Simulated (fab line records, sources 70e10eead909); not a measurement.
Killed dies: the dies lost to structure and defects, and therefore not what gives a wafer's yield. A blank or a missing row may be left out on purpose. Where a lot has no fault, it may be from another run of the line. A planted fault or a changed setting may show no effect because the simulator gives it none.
Check of tool commonality ; flow nand_harc ; 12 lots and 36 wafers in the sample

## WHY THIS WAS OPENED
On 3 of the 12 lots, a flag is raised at NHARC_P_ZERO_WELL_INSPECT_43 on the reading raw_defect_count. Fault-free wafers read 13, with a standard deviation of 5.7.
Rule: a lot gets a flag if all its wafers with a number sit over 4 standard deviations from that mean, or if no wafer of it has a number. All remaining lots are regarded as sound.

lot;measured;on;raw_defect_count, wafer by wafer;flag
L960;day 2 23:31;defect_inspect-02;9 11 15;
L961;day 3 09:45;defect_inspect-02;14 7 11;
L963;day 4 05:34;defect_inspect-02;16 14 14;
L966;day 5 12:01;defect_inspect-02;1057 1121 1088;FLAGGED
L967;day 5 22:00;defect_inspect-02;1062 1055 1117;FLAGGED
L968;day 6 07:37;defect_inspect-01;1088 1125 1083;FLAGGED
L972;day 7 23:28;defect_inspect-02;16 15 13;
L973;day 8 09:56;defect_inspect-02;8 12 11;
L974;day 8 20:01;defect_inspect-02;22 16 8;
L978;day 10 11:41;defect_inspect-01;19 17 9;
L979;day 10 22:39;defect_inspect-01;17 15 23;
L980;day 11 07:28;defect_inspect-01;8 4 6;
Averaged over the flagged lots the numbers come to 1088, +1075 from the usual (+99 or more standard deviations).

## LOT BY LOT: THE TOOL USED
Before the reading, the record contains 2 process steps out of a 1302-step route. In each cell: the tool, then ch and the chambers that the sampled wafers went through, then the start.
lot;flag;NHARC_P_ZERO_WELL_ETCH_62;NHARC_P_ZERO_WELL_EXPOSE_21
L960;;rie_diel-11 ch 0,2,3, day 2 18:22 or earlier;krf_scanner-03 ch 0, day 2 18:22
L961;;rie_diel-02 ch 0,2, day 3 04:24 or earlier;krf_scanner-01 ch 0, day 3 04:24
L963;;rie_diel-11 ch 0,2,3, day 4 00:26 or earlier;krf_scanner-04 ch 0, day 4 00:26
L966;FLAGGED;rie_diel-11 ch 0,1,3, day 5 06:35 or earlier;krf_scanner-01, day 5 06:35
L967;FLAGGED;rie_diel-02 ch 1,3, day 5 16:40 or earlier;krf_scanner-03, day 5 16:40
L968;FLAGGED;rie_diel-02 ch 0,1,2, day 6 02:11 or earlier;krf_scanner-03, day 6 02:11
L972;;rie_diel-04 ch 0,1, day 7 18:21 or earlier;krf_scanner-01 ch 0, day 7 18:21
L973;;rie_diel-04 ch 0,1,3, day 8 04:26 or earlier;krf_scanner-03 ch 0, day 8 04:26
L974;;rie_diel-02 ch 0,1, day 8 14:28 or earlier;krf_scanner-01 ch 0, day 8 14:28
L978;;rie_diel-11 ch 2,3, day 10 06:25 or earlier;krf_scanner-03 ch 0, day 10 06:25
L979;;rie_diel-02 ch 0,1,2, day 10 16:11 or earlier;krf_scanner-03 ch 0, day 10 16:11
L980;;rie_diel-02 ch 1,2, day 11 02:11 or earlier;krf_scanner-03 ch 0, day 11 02:11
What the steps here do:
- NHARC_P_ZERO_WELL_ETCH_62: etches the open film in CHF3/Ar, target depth 13 nm, time 6.5 s.
- NHARC_P_ZERO_WELL_EXPOSE_21: exposes mask P NWELL, target cd 720 nm.
- NHARC_P_ZERO_WELL_INSPECT_43

## FLAGGED OVER TOTAL, TOOL BY TOOL (the gauges that took the reading come last)
step;tool;lots run;flagged;share of the flagged lots;sound lots run after its first flagged lot
NHARC_P_ZERO_WELL_ETCH_62;rie_diel-02;6;2;some;3 (L974,L979,L980)
NHARC_P_ZERO_WELL_ETCH_62;rie_diel-04;2;0;none;-
NHARC_P_ZERO_WELL_ETCH_62;rie_diel-11;4;1;some;1 (L978)
NHARC_P_ZERO_WELL_EXPOSE_21;krf_scanner-01;4;1;some;2 (L972,L974)
NHARC_P_ZERO_WELL_EXPOSE_21;krf_scanner-03;7;2;some;4 (L973,L978,L979,L980)
NHARC_P_ZERO_WELL_EXPOSE_21;krf_scanner-04;1;0;none;-
NHARC_P_ZERO_WELL_INSPECT_43;defect_inspect-01;4;1;some;3 (L978,L979,L980)
NHARC_P_ZERO_WELL_INSPECT_43;defect_inspect-02;8;2;some;3 (L972,L973,L974)
With no start given for some of its lots, NHARC_P_ZERO_WELL_ETCH_62 uses the hours and lot order of NHARC_P_ZERO_WELL_EXPOSE_21.

## WHAT THE TABLE ALLOWS
No row of the table ran every flagged lot.

## WHAT HAD BEEN PUT IN BY THE SIMULATOR
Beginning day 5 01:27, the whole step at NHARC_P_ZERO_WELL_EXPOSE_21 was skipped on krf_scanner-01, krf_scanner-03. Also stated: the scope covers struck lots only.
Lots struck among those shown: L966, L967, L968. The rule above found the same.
